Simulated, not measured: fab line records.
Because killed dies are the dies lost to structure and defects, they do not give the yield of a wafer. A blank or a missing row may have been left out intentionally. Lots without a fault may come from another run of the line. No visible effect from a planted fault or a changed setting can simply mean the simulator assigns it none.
Which tool did it?    flow nand-harc    6 lots with 18 wafers sampled at 3 steps, on a route of 1302 steps

## WHAT EACH GAUGE READ, for each wafer
NHARC_P_CONTACT_CD_MEAS_19.
lot   measured      on         cd-nm (nm)
L434  day 6 06:36   cd-sem-01  90.4 88.4 89.8
L436  day 7 07:49   cd-sem-02  88.9 90.2 90.5
L438  day 8 02:35   cd-sem-03  89.1 90.7 89.8
L448  day 12 03:49  cd-sem-03  92.0 89.9 89.9
L453  day 14 05:10  cd-sem-03  91.8 90.6 92.4
L456  day 15 08:21  cd-sem-01  90.2 86.8 87.8

## WHAT TOOL EACH LOT RAN ON (gives the tool, then ch and the chambers of the sampled wafers, and finally the start)
lot   NHARC_P_GATE_STRIP_112                NHARC_P_CONTACT_ETCH_18
L434  plasma-asher-01 ch 0,1, day 5 23:42   rie-diel-10 ch 0,1,3, day 6 06:12
L436  plasma-asher-01 ch 0,1, day 7 00:46   rie-diel-06 ch 1,2,3, day 7 07:28
L438  plasma-asher-02 ch 0,1, day 7 19:50   rie-diel-06 ch 1,3, day 8 02:13
L448  plasma-asher-02 ch 0,1, day 11 20:16  rie-diel-12 ch 0,2,3, day 12 03:23
L453  plasma-asher-02 ch 0,1, day 13 22:15  rie-diel-06 ch 0,1,3, day 14 04:46
L456  plasma-asher-01 ch 0,1, day 15 01:44  rie-diel-12 ch 1,2,3, day 15 08:00
- NHARC_P_GATE_STRIP_112: strips in N2/H2, time 200 s.
- NHARC_P_CONTACT_ETCH_18: etches the open film in C4F8/O2/Ar, target depth 481 nm, time 240.5 s.

## THE ANSWER, worked out from the rows above alone
Rule: what is usual is taken from the lots themselves. Put in order of their means at a reading, lots are off if they are a third of the lots or fewer, leave a main group of 4 or more, and stand apart from it by a gap of 3 or more times the standard deviation of the main group's means; of several such gaps the widest counts. The tables above print the reading to a certain number of digits; a main group whose means all agree to those digits is not used. Also off: a lot with no number at a reading for which 4 or more lots have one. All remaining lots with rows at the step are treated as sound.
Nothing can be told from this: no lot is off at any reading shown.

## WHAT THE SIMULATOR HAD INSERTED
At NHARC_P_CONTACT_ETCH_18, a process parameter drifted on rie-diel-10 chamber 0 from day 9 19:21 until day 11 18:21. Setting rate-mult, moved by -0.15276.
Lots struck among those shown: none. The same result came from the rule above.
